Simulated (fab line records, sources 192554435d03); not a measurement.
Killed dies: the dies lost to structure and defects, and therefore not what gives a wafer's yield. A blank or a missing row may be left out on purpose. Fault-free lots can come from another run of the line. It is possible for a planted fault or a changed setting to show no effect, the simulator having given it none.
fab line records | flow n5Finfet
[record] lots = 4 wafers = 12 lastDay = 14
route steps=1938 shown PMOS_HMC_CHANNEL_EPI@64 FIN_SAQP@90 PASSIVATION@1936
lots untouched by any fault: they come from a run of this same line in which no faults occurred
startH: hours from the record's first day to the start of the lot's first wafer shown | waitH: hours since the lot's step before | " the same as in the row above | L1.1+2: a row that stands for several wafers | - no value present, or no start provided | * or withheld: withheld | < > ~ a bound
route shown NAME@n: names a module that has steps shown in the file, with the first one's number in the route | usual: the fault-free wafers' mean and standard deviation | same: alike in all rows | chamber/n: place in a boat | sites: readings site by site | _std_site: how widely they spread, as a standard deviation | _edge_site: outer sites' mean less inner sites' | radiusMm: how far each site lies from the wafer's centre | mask NAME#n: copy n | behind: tool/chamber where the wafer was last shaped | hold: cause of the lot's hold/its duration in hours/its outcome | device: whichever transistor did not switch (one of n, p or np) | end of line: the route-end tests of the same wafers | a step without rows: its recipe alone | killed: count of dies lost to structure and defects at first sort (not the wafer's yield) | map: a wafer's dies, x killed, . not, _ none there
set.NAME: the setting as run; set.NAME@STEP: as run at that earlier step | model.NAME: the simulator's own value behind a step, which no gauge read
lots at some steps of the route; a table a step, a row a wafer
services: from which hour (startH, from the record's first day; less than 0 if before it) a tool's chamber was out of use, for how many hours, and why
[[steps]]
[step N5_PMOS_HMC_CHANNEL_EPI_DEVELOP_08]
[recipe] developTimeS = 30 developer = TMAH resist = CAR-ArF-block devTempC = 23 rinseLiquid = diw dry = airSpin
[step N5_PMOS_HMC_CHANNEL_EPI_DESCUM_14]
[recipe] chemistry = O2 timeS = 7.9 sourcePowerW = 50 biasPowerW = 20 pressureMtorr = 20 rfFrequencyHz = 2.712e+07 tempC = 40 resist = CAR-ArF-block o2FlowSccm = 225
[step N5_PMOS_HMC_CHANNEL_EPI_ETCH_32]
[recipe] chemistry = N2/H2 target = BARC stopOn = SiO2 targetDepthA = 858 overEtchFrac = 0.3 timeS = 50.3 ionEnergyEv = 200 maskMaterial = CAR-ArF-block pressureMtorr = 30 sourceW = 840 biasW = 150 n2FlowSccm = 200 h2FlowSccm = 200
[step N5_PMOS_HMC_CHANNEL_EPI_HM_OPEN_15]
[recipe] chemistry = CHF3/O2 target = SiO2 maskMaterial = CAR-ArF-block targetDepthA = 406 CHF3_flow_sccm = 50 O2_flow_sccm = 5 Ar_flow_sccm = 200 timeS = 20.3 pressureMtorr = 30 sourceW = 650 biasW = 170 ionEnergyEv = 200
[step N5_PMOS_HMC_CHANNEL_EPI_STRIP_33]
[recipe] chemistry = N2/H2 powerW = 500 tempC = 40 pressureMtorr = 50 rfFrequencyHz = 6e+07 overashFraction = 0.3 biasPowerW = 8 h2Frac = 0.5 n2FlowSccm = 300 h2FlowSccm = 300
[step N5_PMOS_HMC_CHANNEL_EPI_STRIP_17]
[recipe] chemistry = SPM timeS = 750 tempC = 130 h2so4H2o2VolRatio = 4 dry = ipaMarangoni
[step N5_PMOS_HMC_CHANNEL_EPI_ETCH_38]
[recipe] chemistry = CF4 target = SiO2 targetDepthA = 15 ionEnergyEv = 350 pressureMtorr = 10 icpW = 800 biasW = 400 cf4FlowSccm = 80
[step N5_PMOS_HMC_CHANNEL_EPI_FIN_RECESS_16]
[recipe] chemistry = HBr/Cl2 target = Si maskMaterial = SiO2 targetDepthA = 540 timeS = 18 pressureMtorr = 10 icpW = 800 biasW = 75 HBr_flow_sccm = 150 Cl2_flow_sccm = 80
[step N5_PMOS_HMC_CHANNEL_EPI_PRECLEAN_36]
[recipe] chemistry = O3/DIW timeS = 45 tempC = 22 o3Ppm = 10
[step N5_PMOS_HMC_CHANNEL_EPI_PRECLEAN_18]
[recipe] chemistry = DHF timeS = 30 tempC = 25 dilution = withheld
// columns lot.wafer tool chamber startH waitH
L126.1+2+6 wetBench-05 3,4,2 30.15 0.0
L127.1+2+3 wetBench-06 4,1,5 36.89 0.0
L132.2+3+5 wetBench-06 6,2,4 65.73 0.0
L135.4+5+6 wetBench-06 7,5,4 83.67 0.0
[step N5_PMOS_HMC_CHANNEL_EPI_SRD_19]
[recipe] dry = ipaMarangoni doPpb = 5 timeS = 30 tempC = 23 rinseLiquid = diw
[step N5_PMOS_HMC_CHANNEL_EPI_EPI_20]
[recipe] material = SiGe30 maskMaterial = SiO2 pressureTorr = 20 targetThkA = 590 tempC = 600
[step N5_PMOS_HMC_CHANNEL_EPI_HM_STRIP_35]
[recipe] chemistry = dHF tempC = 25 material = SiO2 target = SiO2 targetDepthA = 396 timeS = 216
[step N5_PMOS_HMC_CHANNEL_EPI_SRD_39]
[recipe] dry = ipaMarangoni timeS = 30 tempC = 23 rinseLiquid = diw
[step N5_PMOS_HMC_CHANNEL_EPI_CMP_21]
[recipe] material = SiGe30 postCmpClean = alkalineBrush targetThkNm = 54
[step N5_PMOS_HMC_CHANNEL_EPI_PRECLEAN_40]
[recipe] chemistry = DHF timeS = 30 tempC = 25 dilution = withheld
[step N5_PMOS_HMC_CHANNEL_EPI_PRECLEAN_37]
[recipe] chemistry = O3/DIW timeS = 45 tempC = 22 o3Ppm = 10
[step N5_PMOS_HMC_CHANNEL_EPI_PRECLEAN_24]
[recipe] chemistry = DHF timeS = 30 tempC = 25 dilution = withheld
[step N5_PMOS_HMC_CHANNEL_EPI_SRD_25]
[recipe] dry = ipaMarangoni doPpb = 5 timeS = 30 tempC = 23 rinseLiquid = diw
[step N5_PMOS_HMC_CHANNEL_EPI_EPI_26]
[recipe] material = Si targetThkA = 38 tempC = 650 precursor = SiH4/H2 pressureTorr = 20 timeS = 22.7
[step N5_FIN_SAQP_PRECLEAN_42]
[recipe] chemistry = O3/DIW timeS = 60 tempC = 22 o3Ppm = 10
[step N5_FIN_SAQP_PRECLEAN_00]
[recipe] chemistry = SC1 timeS = 60 tempC = 55 mix = 1:2:50
[step N5_FIN_SAQP_PRECLEAN_44]
[recipe] chemistry = SC2 timeS = 45 tempC = 35 mix = 1:1:50
[step N5_FIN_SAQP_SRD_01]
[recipe] dry = ipaMarangoni timeS = 30 tempC = 23 rinseLiquid = diw
[step N5_FIN_SAQP_ALD_61]
[recipe] material = SiO2 targetThkA = 40 tempC = 300 aldPrecursorFamily = BDEAS aldCoReactant = O2-plasma pulseTimeS = 1 purgeTimeS = 2 coReactantPurgeTimeS = 2 aldCycles = 43 pressureTorr = 2
[step N5_FIN_SAQP_DENSIFY_62]
[recipe] tempC = 700 timeS = 60 ambient = N2 idleTempC = 600 rampUpCPerS = 150 rampDownCPerS = 60 coolToC = 600
[step N5_FIN_SAQP_HM_DEP_03]
[recipe] material = SiNx targetThkA = 380 tempC = 400 precursor = SiH4/NH3/N2 pressureTorr = 1.5 rfW = 300 timeS = 33.6
[step N5_FIN_SAQP_PECVD_47]
[recipe] material = a-Si targetThkA = 450 tempC = 400 precursor = SiH4/He pressureTorr = 3 rfW = 100 timeS = 36.3
[step N5_FIN_SAQP_PECVD_48]
[recipe] material = SiNx targetThkA = 250 tempC = 400 precursor = SiH4/NH3/N2 pressureTorr = 1.5 rfW = 300 timeS = 22.1
[step N5_FIN_SAQP_PECVD_06]
[recipe] material = a-Si targetThkA = 600 tempC = 400 precursor = SiH4/He pressureTorr = 3 rfW = 100 timeS = 48.1
[step N5_FIN_SAQP_HM_DEP_72]
[recipe] material = SiO2 targetThkA = 120 tempC = 400 precursor = SiH4/N2O pressureTorr = 0.75 rfW = 275 timeS = 7.2
[step N5_FIN_SAQP_COAT_49]
[recipe] resist = SOC tempC = 250 timeS = 60 spinRpm = 1500 resistThkNm = 100
[step N5_FIN_SAQP_COAT_50]
[recipe] resist = SiARC tempC = 220 timeS = 60 spinRpm = 1500 resistThkNm = 35
[step N5_FIN_SAQP_COAT_10]
[recipe] resist = CAR-ArF spinRpm = 1500 resistThkNm = 90
[step N5_PASSIVATION_PROBE_49]
[usual] killed_at_M0_to_M3 = 34/10 killed_at_M4_up = 13/5.4 killedAtContacts = 13/6 killedAtFrontEnd = 42/13 killedAtOther = 4/3.2 killedDies = 107/18 killedOpen = 69/14 killedShort = 35/7.7
[same] grossDies = 1180 killedAtBackSide = 0
// columns lot.wafer tool chamber startH waitH killed_at_M0_to_M3 killed_at_M4_up killedAtContacts killedAtFrontEnd killedAtOther killedDies killedOpen killedShort
L132.2 prober-02 - 327.06 0.1 41 18 17 132 7 215 69 36
L132.3 prober-02 - 327.11 0.1 28 8 26 102 10 174 80 21
L132.5 prober-02 - 327.21 0.2 35 7 21 146 0 209 57 39
L135.4 prober-02 - 342.09 0.2 35 21 14 153 3 226 70 32
L135.5 prober-02 - 342.14 0.2 33 7 11 91 3 145 52 31
L135.6 prober-02 - 342.19 0.3 34 13 16 136 16 215 57 42
// killed by level:class
L132.2 PMOS_HMC_CHANNEL_EPI:unspecified=108 MOL_CONTACT_COAG:geometricParticle:open=12 BEOL_M4:geometricParticle:open=10 FIN_SAQP:geometricParticle:short=9 BEOL_M0_SAQP:geometricParticle:open=9 BEOL_M3:geometricParticle:open=9 MOL_CONTACT_COAG:geometricParticle:short=5 BEOL_M1:geometricParticle:open=5
L132.3 PMOS_HMC_CHANNEL_EPI:unspecified=67 MOL_CONTACT_COAG:geometricParticle:open=22 BEOL_M2:geometricParticle:open=16 FIN_SAQP:geometricParticle:open=13 PASSIVATION:areaEtch=6 DUMMY_GATE:geometricParticle:open=5 FIN_SAQP:geometricParticle:short=4 MOL_CONTACT_COAG:geometricParticle:short=4
L132.5 PMOS_HMC_CHANNEL_EPI:unspecified=110 MOL_CONTACT_COAG:geometricParticle:open=14 BEOL_M0_SAQP:geometricParticle:short=12 FIN_SAQP:geometricParticle:short=10 FIN_SAQP:geometricParticle:open=7 BEOL_M0_SAQP:geometricParticle:open=7 STI_FIN_REVEAL:geometricParticle:open=6 MOL_CONTACT_COAG:geometricParticle:short=6
L135.4 PMOS_HMC_CHANNEL_EPI:unspecified=122 BEOL_M4:geometricParticle:open=16 MOL_CONTACT_COAG:geometricParticle:open=12 BEOL_M0_SAQP:geometricParticle:short=10 BEOL_M0_SAQP:geometricParticle:open=9 STI_FIN_REVEAL:geometricParticle:open=8 BEOL_M2:geometricParticle:open=7 GATE_CUT:geometricParticle:short=4
L135.5 PMOS_HMC_CHANNEL_EPI:unspecified=62 BEOL_M0_SAQP:geometricParticle:open=7 BEOL_M1:geometricParticle:open=7 MOL_CONTACT_COAG:geometricParticle:open=6 BEOL_M0_SAQP:geometricParticle:short=6 GATE_CUT:geometricParticle:open=5 MOL_CONTACT_COAG:geometricParticle:short=5 BEOL_M2:geometricParticle:open=5
L135.6 PMOS_HMC_CHANNEL_EPI:unspecified=106 BEOL_M0_SAQP:geometricParticle:open=12 MOL_CONTACT_COAG:geometricParticle:open=10 HKMG_FIN:areaEtch=9 BEOL_M0_SAQP:geometricParticle:short=8 MIM_BOT:geometricParticle:short=8 MOL_CONTACT_COAG:geometricParticle:short=6 MIM_BOT:geometricParticle:open=6
// map L132.2 (x killed, . not)
_________________..x...x.....________________
______________...........x......_____________
___________.........x...x..........__________
__________........x................._________
________.............................._______
_______.x....x............x.......x....______
______..............................x..._____
_____.........x..................x...xx..____
____........x..x..........x...............___
___.....xx.........x......x...............x__
___...........x.....x......x..x...x..x.....__
__.x...........xx.x..x.........x..x........._
__.........x.......x...x..x..x.......x......_
_.........x....x....xx.xxxx.......x..........
_............x.x.x.x.xxxxxxx.................
_.x.......x........xxxxxxxxxxxx....xx........
_....x...........xxxxxxxxxxx.................
_.......x......x.xxxxxxxxxxxxx...........x.x.
_..x.....x..x....xxxxxxxxxxxx..x.............
_..............x.xxxxxxxxxxxxxx.x............
_....x............xxxxxxxxxx.xxx.............
__...............xx.xxxxxxxxx...xx........x._
__.............x.xx.xxxxx..x.........x......_
___x..........x.....x..................x...__
___....x...........xxx..xx...x.....x.....x.__
____............................x.........___
_____.x...x......x......x....x.x.........____
______...............x.................._____
_______..........x...x.................______
________.......x......x..............x_______
__________...x.xx...x............xx._________
___________.x........x..x.......x..__________
______________.x..............x._____________
_________________............________________
// map L135.4 (x killed, . not)
_________________.........x..________________
______________x.xx.......x.x...._____________
___________......x...x...x......x..__________
__________........x..............x.._________
________........xxxxxx................_______
_______...x.....xxxx.x...x...x.........______
______........x..xxxxxxxx..............._____
_____...x......xxxxxxxxxx................____
____........x.xxxxxxxxxxxxx.....x.........___
___.......x..xxxxxxxxxxxxx........x........__
___.....x...x.xxxxxxxxxxx.x.x........x.x...__
__...x......xxxxx.xxxxxxx.x....x....x.x...x._
__........x..xxxxxxxxxxxx.xx...............x_
_.....x.....x.xxxxxxxxxxx...........x.....xx.
_.............xxxxxxxxxxx...........x...x...x
_.............x....xx.xx..........x..........
_...x.....x......x.........x.....x.x.x.......
_...........x................x.......x.x.....
_.....x....x..x...............x..............
_.................x.....x..x.................
_.....x....xx.......x........................
__.x......x..........x........x............._
__..x........x...xx.......x......x.........._
___.........x.........x....................__
___..................x................x....__
____...........x...............x..x.x.....___
_____..........x............x...........x____
______x..x....x........................._____
_______x.x....x..x.x..x..............x.______
________x.....x......................._______
__________.....x..........x.....x..._________
___________.....x.............x...x__________
______________................x._____________
_________________......x.....________________
[[services]]
// columns tool chamber startH hours kind
wetBench-06 - 68.83 1.9 pm
[[key]]
[firstSign] step = N5_PASSIVATION_PROBE_49 reading = killedAtFrontEnd direction = up sigmas = 6.3 usual = 42 struck = 127
[effect] step = N5_PASSIVATION_PROBE_49 reading = killedDies direction = up sigmas = 4.9 usual = 107 struck = 197
[moreKillsBornAt] N5_PMOS_HMC_CHANNEL_EPI_PRECLEAN_18@wetBench-06 = 575
metAt N5_PMOS_HMC_CHANNEL_EPI_PRECLEAN_18
struckWafers L132.2,L132.3,L132.5,L135.4,L135.5,L135.6
testerLeftOut L132,L135
onsetBetween 36.89 65.73
alsoFits time
[fault] kind = chamberParticleSource tool = wetBench-06 chamber = - onsetH = 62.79 steps = N5_PMOS_HMC_CHANNEL_EPI_PRECLEAN_18 ratePerVisitCm2 = 0.45622 endH = 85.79
// testerLeftOut: of these lots the tester's yield and bins aren't shown, on N5 and GAA mostly nor the transistor test; their killed dies are dies lost to structure and defects alone, not to doping, threshold or leakage, so they don't give the yield
